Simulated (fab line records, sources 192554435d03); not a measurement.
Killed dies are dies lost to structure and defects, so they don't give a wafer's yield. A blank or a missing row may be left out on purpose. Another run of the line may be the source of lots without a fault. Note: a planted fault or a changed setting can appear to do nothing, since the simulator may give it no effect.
Matching of chambers :: flow n5-finfet :: N5_BEOL_M1_STRIP_66 on rie-diel-05: 4 sister chambers
The step strips in CF4. 20 wafers are shown with their chamber, then 10 later ones without.

## WAFERS WITH THEIR CHAMBER
wafer: L074.2
chamber: 0
drypump-motor-current-A (A): 5.0
throttle-valve-pct (%): 13.82
showerhead-plenum-p-Torr (Torr): 1.79

wafer: L074.3
chamber: 2
drypump-motor-current-A (A): 5.9
throttle-valve-pct (%): 13.55
showerhead-plenum-p-Torr (Torr): 1.81

wafer: L074.5
chamber: 3
drypump-motor-current-A (A): 5.8
throttle-valve-pct (%): 13.89
showerhead-plenum-p-Torr (Torr): 1.86

wafer: L075.3
chamber: 0
drypump-motor-current-A (A): 4.9
throttle-valve-pct (%): 13.81
showerhead-plenum-p-Torr (Torr): 1.79

wafer: L075.4
chamber: 1
drypump-motor-current-A (A): 5.8
throttle-valve-pct (%): 13.31
showerhead-plenum-p-Torr (Torr): 1.77

wafer: L075.6
chamber: 3
drypump-motor-current-A (A): 5.8
throttle-valve-pct (%): 13.89
showerhead-plenum-p-Torr (Torr): 1.86

wafer: L078.1
chamber: 0
drypump-motor-current-A (A): 5.0
throttle-valve-pct (%): 13.81
showerhead-plenum-p-Torr (Torr): 1.79

wafer: L078.3
chamber: 3
drypump-motor-current-A (A): 5.8
throttle-valve-pct (%): 13.92
showerhead-plenum-p-Torr (Torr): 1.86

wafer: L078.5
chamber: 0
drypump-motor-current-A (A): 5.0
throttle-valve-pct (%): 13.83
showerhead-plenum-p-Torr (Torr): 1.79

wafer: L082.2
chamber: 0
drypump-motor-current-A (A): 4.9
throttle-valve-pct (%): 13.84
showerhead-plenum-p-Torr (Torr): 1.79

wafer: L082.4
chamber: 1
drypump-motor-current-A (A): 5.8
throttle-valve-pct (%): 13.33
showerhead-plenum-p-Torr (Torr): 1.76

wafer: L082.6
chamber: 1
drypump-motor-current-A (A): 5.8
throttle-valve-pct (%): 13.35
showerhead-plenum-p-Torr (Torr): 1.76

wafer: L085.3
chamber: 0
drypump-motor-current-A (A): 5.0
throttle-valve-pct (%): 13.85
showerhead-plenum-p-Torr (Torr): 1.79

wafer: L085.5
chamber: 0
drypump-motor-current-A (A): 4.9
throttle-valve-pct (%): 13.86
showerhead-plenum-p-Torr (Torr): 1.79

wafer: L085.6
chamber: 3
drypump-motor-current-A (A): 5.8
throttle-valve-pct (%): 13.92
showerhead-plenum-p-Torr (Torr): 1.85

wafer: L087.2
chamber: 0
drypump-motor-current-A (A): 5.0
throttle-valve-pct (%): 13.87
showerhead-plenum-p-Torr (Torr): 1.79

wafer: L087.3
chamber: 3
drypump-motor-current-A (A): 5.8
throttle-valve-pct (%): 13.94
showerhead-plenum-p-Torr (Torr): 1.85

wafer: L087.4
chamber: 1
drypump-motor-current-A (A): 5.8
throttle-valve-pct (%): 13.34
showerhead-plenum-p-Torr (Torr): 1.76

wafer: L089.4
chamber: 0
drypump-motor-current-A (A): 5.0
throttle-valve-pct (%): 13.88
showerhead-plenum-p-Torr (Torr): 1.79

wafer: L089.5
chamber: 0
drypump-motor-current-A (A): 5.0
throttle-valve-pct (%): 13.87
showerhead-plenum-p-Torr (Torr): 1.79

SIGNATURES (means of the wafers above)
reading: drypump-motor-current-A
chamber 0: 4.970
chamber 1: 5.800
chamber 2: 5.900
chamber 3: 5.800
scatter within a chamber: 0.0362

reading: throttle-valve-pct
chamber 0: 13.8440
chamber 1: 13.3325
chamber 2: 13.5500
chamber 3: 13.9120
scatter within a chamber: 0.0234

reading: showerhead-plenum-p-Torr
chamber 0: 1.7900
chamber 1: 1.7625
chamber 2: 1.8100
chamber 3: 1.8560
scatter within a chamber: 0.00349
Rule: a wafer lies at a distance from a chamber equal to the root of the sum of squares, over the readings, of (its reading less the chamber's mean, divided by the reading's scatter). If the next closest chamber is less than 2 further off than the closest, the wafer can't be placed; otherwise it belongs to the closest. The scatter: the root of (the sum of the squares of (reading less its chamber's mean) over the shown wafers, divided by (wafers less chambers)).

## WAFERS WITH NO CHAMBER GIVEN
wafer: L089.6
drypump-motor-current-A (A): 5.7
throttle-valve-pct (%): 13.35
showerhead-plenum-p-Torr (Torr): 1.76

wafer: L092.1
drypump-motor-current-A (A): 5.9
throttle-valve-pct (%): 13.62
showerhead-plenum-p-Torr (Torr): 1.80

wafer: L092.2
drypump-motor-current-A (A): 4.9
throttle-valve-pct (%): 13.87
showerhead-plenum-p-Torr (Torr): 1.78

wafer: L092.3
drypump-motor-current-A (A): 5.8
throttle-valve-pct (%): 13.96
showerhead-plenum-p-Torr (Torr): 1.85

wafer: L093.1
drypump-motor-current-A (A): 5.0
throttle-valve-pct (%): 13.89
showerhead-plenum-p-Torr (Torr): 1.78

wafer: L093.2
drypump-motor-current-A (A): 5.9
throttle-valve-pct (%): 13.94
showerhead-plenum-p-Torr (Torr): 1.85

wafer: L093.3
drypump-motor-current-A (A): 5.8
throttle-valve-pct (%): 13.36
showerhead-plenum-p-Torr (Torr): 1.76

wafer: L095.1
drypump-motor-current-A (A): 5.0
throttle-valve-pct (%): 13.90
showerhead-plenum-p-Torr (Torr): 1.78

wafer: L095.2
drypump-motor-current-A (A): 5.9
throttle-valve-pct (%): 13.62
showerhead-plenum-p-Torr (Torr): 1.80

wafer: L095.3
drypump-motor-current-A (A): 5.9
throttle-valve-pct (%): 13.96
showerhead-plenum-p-Torr (Torr): 1.85

## CHAMBER TAKEN BY EACH
wafer: L089.6
from the rows above: 1
in truth: 1

wafer: L092.1
from the rows above: 2
in truth: 2

wafer: L092.2
from the rows above: 0
in truth: 0

wafer: L092.3
from the rows above: 3
in truth: 3

wafer: L093.1
from the rows above: 0
in truth: 0

wafer: L093.2
from the rows above: 3
in truth: 3

wafer: L093.3
from the rows above: 1
in truth: 1

wafer: L095.1
from the rows above: 0
in truth: 0

wafer: L095.2
from the rows above: 2
in truth: 2

wafer: L095.3
from the rows above: 3
in truth: 3
Placed correctly: 10 of 10. Not placeable from these rows: 0. Number placed wrongly: 0.
